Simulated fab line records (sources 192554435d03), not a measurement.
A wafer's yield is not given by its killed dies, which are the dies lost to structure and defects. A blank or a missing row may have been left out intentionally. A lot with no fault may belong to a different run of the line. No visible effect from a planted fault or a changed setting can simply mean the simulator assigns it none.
Matching of chambers / flow n5_finfet / 4 sister chambers for N5_BEOL_M2_ETCH_77 on rie_diel-05
The step etches underlayer in N2/H2, target depth 6.5 nm, time 5.2 s. 14 wafers are shown with their chamber, then 7 later ones without.

== EACH WAFER AND ITS CHAMBER ==
wafer=L074.1; chamber=3; showerhead_plenum_p_Torr (Torr)=2.40; drypump_motor_current_A (A)=6.4; etch_rf_on_time_s (s)=5.45
wafer=L074.4; chamber=0; showerhead_plenum_p_Torr (Torr)=2.66; drypump_motor_current_A (A)=5.8; etch_rf_on_time_s (s)=5.03
wafer=L074.6; chamber=0; showerhead_plenum_p_Torr (Torr)=2.66; drypump_motor_current_A (A)=5.9; etch_rf_on_time_s (s)=5.04
wafer=L080.1; chamber=0; showerhead_plenum_p_Torr (Torr)=2.66; drypump_motor_current_A (A)=5.9; etch_rf_on_time_s (s)=5.04
wafer=L080.2; chamber=1; showerhead_plenum_p_Torr (Torr)=2.48; drypump_motor_current_A (A)=5.1; etch_rf_on_time_s (s)=5.29
wafer=L080.3; chamber=3; showerhead_plenum_p_Torr (Torr)=2.39; drypump_motor_current_A (A)=6.3; etch_rf_on_time_s (s)=5.43
wafer=L080.4; chamber=2; showerhead_plenum_p_Torr (Torr)=2.71; drypump_motor_current_A (A)=5.4; etch_rf_on_time_s (s)=5.39
wafer=L080.5; chamber=2; showerhead_plenum_p_Torr (Torr)=2.71; drypump_motor_current_A (A)=5.4; etch_rf_on_time_s (s)=5.43
wafer=L080.6; chamber=1; showerhead_plenum_p_Torr (Torr)=2.48; drypump_motor_current_A (A)=5.1; etch_rf_on_time_s (s)=5.31
wafer=L091.1; chamber=2; showerhead_plenum_p_Torr (Torr)=2.70; drypump_motor_current_A (A)=5.4; etch_rf_on_time_s (s)=5.41
wafer=L091.2; chamber=0; showerhead_plenum_p_Torr (Torr)=2.64; drypump_motor_current_A (A)=5.8; etch_rf_on_time_s (s)=5.02
wafer=L091.3; chamber=1; showerhead_plenum_p_Torr (Torr)=2.47; drypump_motor_current_A (A)=5.1; etch_rf_on_time_s (s)=5.32
wafer=L091.4; chamber=1; showerhead_plenum_p_Torr (Torr)=2.47; drypump_motor_current_A (A)=5.1; etch_rf_on_time_s (s)=5.24
wafer=L091.5; chamber=2; showerhead_plenum_p_Torr (Torr)=2.70; drypump_motor_current_A (A)=5.4; etch_rf_on_time_s (s)=5.40

SIGNATURES (averages over the wafers above)
reading=showerhead_plenum_p_Torr; chamber 0=2.6550; chamber 1=2.4750; chamber 2=2.7050; chamber 3=2.3950; scatter within a chamber=0.00742
reading=drypump_motor_current_A; chamber 0=5.850; chamber 1=5.100; chamber 2=5.400; chamber 3=6.350; scatter within a chamber=0.0387
reading=etch_rf_on_time_s; chamber 0=5.0325; chamber 1=5.2900; chamber 2=5.4075; chamber 3=5.4400; scatter within a chamber=0.0227
Rule: for each reading, subtract the chamber's mean from the wafer's reading, divide by that reading's scatter and square the result; add these up over the readings and take the root, which gives the wafer's distance from the chamber. If the next closest chamber is less than 2 further off than the closest, the wafer can't be placed; otherwise it belongs to the closest. The scatter is the square root of a quotient: the sum, over the shown wafers, of each reading's squared deviation from its chamber's mean, divided by wafers minus chambers.

== WAFERS MISSING THEIR CHAMBER ==
wafer=L091.6; showerhead_plenum_p_Torr (Torr)=2.64; drypump_motor_current_A (A)=5.9; etch_rf_on_time_s (s)=5.00
wafer=L095.1; showerhead_plenum_p_Torr (Torr)=2.70; drypump_motor_current_A (A)=6.4; etch_rf_on_time_s (s)=5.32
wafer=L095.4; showerhead_plenum_p_Torr (Torr)=2.46; drypump_motor_current_A (A)=5.1; etch_rf_on_time_s (s)=5.25
wafer=L095.6; showerhead_plenum_p_Torr (Torr)=2.70; drypump_motor_current_A (A)=6.4; etch_rf_on_time_s (s)=5.34
wafer=L096.3; showerhead_plenum_p_Torr (Torr)=2.69; drypump_motor_current_A (A)=5.3; etch_rf_on_time_s (s)=5.45
wafer=L096.5; showerhead_plenum_p_Torr (Torr)=2.64; drypump_motor_current_A (A)=5.9; etch_rf_on_time_s (s)=4.98
wafer=L096.6; showerhead_plenum_p_Torr (Torr)=2.46; drypump_motor_current_A (A)=5.1; etch_rf_on_time_s (s)=5.31

== WHICH CHAMBER EACH ONE RAN IN ==
wafer=L091.6; from the rows above=0; in truth=0
wafer=L095.1; from the rows above=0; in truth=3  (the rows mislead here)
wafer=L095.4; from the rows above=1; in truth=1
wafer=L095.6; from the rows above=0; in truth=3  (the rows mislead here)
wafer=L096.3; from the rows above=2; in truth=2
wafer=L096.5; from the rows above=0; in truth=0
wafer=L096.6; from the rows above=1; in truth=1
Correct placement for 5 of the 7. Left unplaced by these rows: 0. 2 placed wrongly.
